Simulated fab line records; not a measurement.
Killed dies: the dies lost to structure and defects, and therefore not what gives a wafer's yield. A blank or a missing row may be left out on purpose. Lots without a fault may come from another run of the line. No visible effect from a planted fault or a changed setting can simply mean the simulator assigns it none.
Lot-split experiment -- flow n5-finfet -- 21 wafers read from 7 lots, route of 1938 steps

== ON THE SPLIT ==
At N5_BEOL_M9_ETCH_65 (etches SiARC in CF4, target depth 15.6 nm, time 26 s), the setting bias-w was moved away from the recipe's 36 W on 4 of the 21 wafers read, by -14.0% to -13.4%. This setting was run at the recipe's value on the other wafers.

The reading is taken at the split's own step.

== THE READING ==
rf-vpp-V, in V, at N5_BEOL_M9_ETCH_65 (etches SiARC in CF4, target depth 15.6 nm, time 26 s). Typical for fault-free wafers on this fab line: 184.0 V, with standard deviation 1.3 V.

wafer,"tool, chamber at the split","bias-w as run, W",against the recipe,"rf-vpp-V, V",against lot-mates on the recipe
L074.2,"rie-diel-03, 0",36,recipe,184.3,-
L074.3,"rie-diel-03, 1",31.17,-13.4%,166.5,-17.8
L074.4,"rie-diel-03, 3",31.17,-13.4%,170.1,-14.2
L075.2,"rie-diel-05, 0",36,recipe,181.4,-
L075.3,"rie-diel-05, 2",36,recipe,185.9,-
L075.6,"rie-diel-05, 3",36,recipe,183.9,-
L077.1,"rie-diel-03, 3",36,recipe,184.9,-
L077.5,"rie-diel-03, 3",30.96,-14.0%,167.8,-17.1
L077.6,"rie-diel-03, 0",30.96,-14.0%,167.2,-17.7
L078.1,"rie-diel-05, 1",36,recipe,186.4,-
L078.3,"rie-diel-05, 0",36,recipe,182.2,-
L078.6,"rie-diel-05, 1",36,recipe,185.7,-
L088.2,"rie-diel-03, 1",36,recipe,183.2,-
L088.4,"rie-diel-03, 3",36,recipe,184.4,-
L088.5,"rie-diel-03, 2",36,recipe,182.8,-
L095.1,"rie-diel-05, 1",36,recipe,185.9,-
L095.3,"rie-diel-05, 0",36,recipe,181.1,-
L095.5,"rie-diel-05, 0",36,recipe,182.7,-
L096.1,"rie-diel-01, 0",36,recipe,184.2,-
L096.3,"rie-diel-01, 1",36,recipe,184.9,-
L096.5,"rie-diel-01, 0",36,recipe,184.4,-

FIT RESULTS
A straight line over all 21 wafers: rf-vpp-V changes by +1.18 V for each +1% of bias-w; r = +0.97; the points scatter about the line by 1.6 V.
The same after taking each lot's own level away (the mean of its wafers on the recipe; 21 wafers): +1.22 V for each +1%; r = +0.98; scatter 1.5 V.
On that fit, the largest move of bias-w shifts the reading by 17 V.
From 183.23 to 184.90 V: that is the span of the lots' own levels, equal to 1.3 times the standard deviation above.
So the lot-to-lot level changes the slope little: the two slopes agree.
Check: for one of the wafers moved furthest among these (-14.0%), held out of the fit, the line's prediction against its lot-mates is -17 V. Against them it came out at -17.1 V.
Tool readings at the split's step, against how far the setting was moved: rf-vpp-V r = +0.97.

== OTHER SPLITS ON THESE WAFERS ==
Before the reading, these wafers also passed through other splits. Each is held against what the fit with the lots' levels taken away leaves over:
other split on the same wafers,wafers away from the commonest value,r with rf-vpp-V (lot level and that fit taken away)
N5_BEOL_M4_EXPOSE_25 dose-mj,9,+0.00
N5_BEOL_M4_ALD_98 ald-cycles,7,-0.08
N5_BEOL_M5_ETCH_72 bias-w,8,-0.11
N5_BEOL_M5_COAT_22 spin-rpm,4,+0.01
N5_BEOL_M5_TRENCH_ETCH_37 bias-w,9,+0.02
N5_BEOL_M5_ETCH_41 source-w,7,-0.01
N5_BEOL_M7_ETCH_41 source-w,5,+0.40
N5_BEOL_M8_ETCH_65 source-w,8,+0.32

== THE FILE'S OWN FIT ==
rf-vpp-V changes by +1.22 V for each +1% of bias-w, r = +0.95.
